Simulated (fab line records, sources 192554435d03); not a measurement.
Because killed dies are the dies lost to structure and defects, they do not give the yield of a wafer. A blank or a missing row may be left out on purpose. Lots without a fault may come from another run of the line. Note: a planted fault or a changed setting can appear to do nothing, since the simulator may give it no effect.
Chamber matching || flow n5Finfet || 4 sister chambers for N5_BEOL_M0_STRIP_104 on rieDiel-01
The step strips in N2/H2. 4 wafers are shown with their chamber, then 7 later ones without.

## WAFERS, EACH WITH ITS CHAMBER
{"wafer": "L087.3", "chamber": 3, "drypumpMotorCurrentA (A)": 5.5}
{"wafer": "L087.6", "chamber": 2, "drypumpMotorCurrentA (A)": 5.3}
{"wafer": "L090.3", "chamber": 1, "drypumpMotorCurrentA (A)": 6.4}
{"wafer": "L090.4", "chamber": 0, "drypumpMotorCurrentA (A)": 6.7}

## WAFERS WHOSE CHAMBER IS MISSING
{"wafer": "L090.6", "drypumpMotorCurrentA (A)": 6.5}
{"wafer": "L094.1", "drypumpMotorCurrentA (A)": 6.4}
{"wafer": "L094.4", "drypumpMotorCurrentA (A)": 6.7}
{"wafer": "L094.6", "drypumpMotorCurrentA (A)": 5.5}
{"wafer": "L095.1", "drypumpMotorCurrentA (A)": 6.4}
{"wafer": "L095.3", "drypumpMotorCurrentA (A)": 6.7}
{"wafer": "L095.4", "drypumpMotorCurrentA (A)": 5.3}

## CHAMBER TAKEN BY EACH
{"wafer": "L090.6", "from the rows above": 1, "in truth": 1}
{"wafer": "L094.1", "from the rows above": 1, "in truth": 1}
{"wafer": "L094.4", "from the rows above": 0, "in truth": 0}
{"wafer": "L094.6", "from the rows above": 3, "in truth": 3}
{"wafer": "L095.1", "from the rows above": 1, "in truth": 1}
{"wafer": "L095.3", "from the rows above": 0, "in truth": 0}
{"wafer": "L095.4", "from the rows above": 2, "in truth": 2}
Correct placement for 7 of the 7. Not placeable from these rows: 0. Wrongly placed: 0.
How it was worked out, from the rows above alone: a wafer's distance from a chamber is the root of the sum, over the readings, of the square of ((its reading less the chamber's mean) divided by the reading's scatter). If the next closest chamber is less than 2 further off than the closest, the wafer can't be placed; otherwise it belongs to the closest. A chamber's mean is the mean of its shown wafers. The scatter: with one shown wafer a chamber, the root of the mean of the squares of how far each hidden wafer lies from its nearest shown one.
